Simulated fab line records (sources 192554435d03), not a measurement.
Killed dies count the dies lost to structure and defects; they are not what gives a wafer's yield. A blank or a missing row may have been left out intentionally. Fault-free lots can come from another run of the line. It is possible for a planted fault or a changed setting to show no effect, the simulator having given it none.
Chamber matching	flow n5_finfet	4 sister chambers for N5_BEOL_M8_STRIP_67 on rie_diel-01
The step strips in CF4. 18 wafers are shown with their chamber, then 9 later ones without.

## WAFERS PAIRED WITH THEIR CHAMBERS
wafer	chamber	drypump_motor_current_A (A)	showerhead_plenum_p_Torr (Torr)	throttle_valve_pct (%)
L079.1	2	5.2	1.87	13.83
L079.2	1	5.8	1.77	13.33
L079.5	1	5.7	1.77	13.33
L080.2	2	5.1	1.87	13.87
L080.3	3	6.5	1.90	13.34
L080.4	0	5.7	1.77	13.93
L084.2	3	6.5	1.90	13.35
L084.5	2	5.1	1.87	13.86
L084.6	1	5.7	1.76	13.35
L091.3	3	6.5	1.89	13.39
L091.4	1	5.8	1.76	13.40
L091.6	2	5.1	1.86	13.89
L090.2	1	5.8	1.76	13.40
L090.3	3	6.5	1.89	13.39
L090.4	2	5.1	1.86	13.92
L093.4	3	6.5	1.89	13.37
L093.5	2	5.1	1.86	13.90
L093.6	1	5.8	1.76	13.41

SIGNATURES, as means of the wafers listed above
reading	chamber 0	chamber 1	chamber 2	chamber 3	scatter within a chamber
drypump_motor_current_A	5.700	5.767	5.117	6.500	0.0393
showerhead_plenum_p_Torr	1.7700	1.7633	1.8650	1.8940	0.00537
throttle_valve_pct	13.9300	13.3700	13.8783	13.3680	0.0318
Rule: a wafer's distance from a chamber is the root of the sum, over the readings, of the square of ((its reading less the chamber's mean) divided by the reading's scatter). If the next closest chamber is less than 2 further off than the closest, the wafer can't be placed; otherwise it belongs to the closest. How the scatter is found: for the shown wafers, subtract from each reading the mean of its chamber, square and add these, divide the total by (wafers less chambers), then take the root.

## WAFERS WITHOUT THEIR CHAMBER
wafer	drypump_motor_current_A (A)	showerhead_plenum_p_Torr (Torr)	throttle_valve_pct (%)
L094.2	5.7	1.76	13.41
L094.3	5.6	1.77	13.42
L094.4	6.5	1.89	13.42
L095.1	5.6	1.77	13.43
L095.4	5.2	1.86	13.93
L095.5	6.5	1.89	13.42
L096.1	6.5	1.89	13.43
L096.2	5.6	1.77	13.43
L096.6	5.7	1.75	13.42

## THE CHAMBER EACH PASSED THROUGH
wafer	from the rows above	in truth
L094.2	1	1
L094.3	1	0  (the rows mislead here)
L094.4	3	3
L095.1	1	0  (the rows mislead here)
L095.4	2	2
L095.5	3	3
L096.1	3	3
L096.2	1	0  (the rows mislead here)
L096.6	1	1
6 of 9 placed correctly. Number that these rows cannot place: 0. Placed wrongly: 3.
